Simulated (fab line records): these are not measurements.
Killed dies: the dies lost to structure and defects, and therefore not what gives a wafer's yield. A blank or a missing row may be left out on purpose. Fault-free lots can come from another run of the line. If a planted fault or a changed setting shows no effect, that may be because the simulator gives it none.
A single fault, viewed from 3 desks	flow n5 finfet	what lay behind the numbers comes last; until then each desk has only its own

AT THE METROLOGY DESK
Means of the sampled wafers that have a number, per lot and without regard to the tool the lot ran on: this is what the gauges read. The brackets show how far a lot's mean lies from the usual mean; more than 4 standard deviations puts the lot out of limits, marked OUT. It has 12 readings; the 7 that lie furthest out on some lot are the ones shown.
Columns: A = M2_RS at N5_BEOL_M2_RS_MEAS_58, usual 0.68 ohm/sq; B = M3_ILD_THK at N5_BEOL_M3_THK_MEAS_01, usual 78.8 nm; C = DIBL_N at N5_BEOL_M4_RC_MEAS_101, usual 37.4 mV/V; D = IOFF_N at N5_BEOL_M4_RC_MEAS_101, usual 0.19 nA/um; E = ION_N at N5_BEOL_M4_RC_MEAS_101, usual 682 uA/um; F = ION_P at N5_BEOL_M4_RC_MEAS_101, usual 467 uA/um; G = VT_N at N5_BEOL_M4_RC_MEAS_101, usual 247 mV
lot	first seen here	A	B	C	D	E	F	G
L859	day 7 02:24	0.66	78.4	39.1	0.24	684	464	242
L862	day 8 09:00	0.69	77.2	37.7	0.20	679	463	247
L868	day 9 13:26	0.74	78.4	39.7	0.24	706	476	243
L869	day 9 20:32	0.71	78.4	37.7	0.20	702	482	244
L879	day 12 16:08	0.71	78.1	35.8	0.17	686	476	247
L880	day 12 21:07	0.70	77.5	35.8	0.15	671	454	249
Result from this desk: across the 6 lots, nothing is out of limits.

THE TOOL OWNER'S DESK: litho track-04
The tool's own readings at N5_BEOL_M3_COAT_73 (time 60 s, resist thk 5 nm): means of the sampled wafers that have a number, for each lot that ran on this tool. The brackets show how far a lot's mean lies from the usual mean; more than 4 standard deviations puts the lot out of limits, marked OUT.
Columns: A = chill plate temp C at N5_BEOL_M3_COAT_73, usual 23.01 C; B = dispense pressure kPa at N5_BEOL_M3_COAT_73, usual 47 kPa; C = heater power total W at N5_BEOL_M3_COAT_73, usual 391.5 W; D = plate temp C at N5_BEOL_M3_COAT_73, usual 204.99 C
lot	first seen here	A	B	C	D
L859	day 7 04:12	22.93	51	392.0	204.84
L868	day 9 15:34	23.10	51	396.0	206.91 (+11) OUT
L869	day 9 20:53	22.97	51	396.1	207.08 (+12) OUT
L879	day 12 17:14	22.96	51	391.9	204.91
Finding of this desk: L868, L869 out of limits; the first was L868 at day 9 15:34, on plate temp C at N5_BEOL_M3_COAT_73. Within limits: L859, L879.

THE DEFECT DESK
For each lot, the counts of the inspections along the route, averaged over the sampled wafers that have a number. The brackets show how far a lot's mean lies from the usual mean; more than 4 standard deviations puts the lot out of limits, marked OUT.
Columns: A = raw defect count at N5_BEOL_M2_INSPECT_59, usual 67
lot	first seen here	A
L859	day 7 02:25	74
L862	day 8 09:02	67
L868	day 9 13:28	79
L869	day 9 20:33	86
L879	day 12 16:10	61
L880	day 12 21:08	60
Result from this desk: across the 6 lots, nothing is out of limits.

TAKEN TOGETHER
At day 9 15:34, on L868, L869, the tool owner's desk was in a position to raise an alarm.
The metrology desk saw nothing out of limits.
Nothing out of limits was seen by the defect desk.
The metrology desk holds a record of L868, L869, inside its limits.
The defect desk has L868, L869 on record, within its limits.
On litho track-04, each named lot ran N5_BEOL_M3_COAT_73.

WHAT WAS PUT IN BY THE SIMULATOR
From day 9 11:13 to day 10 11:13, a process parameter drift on litho track-04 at N5_BEOL_M3_COAT_73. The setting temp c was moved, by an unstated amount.
Shown lots that were struck: L868, L869.
Each desk's first reading out of limits, in hours after the fault started: the tool owner's desk, 4.
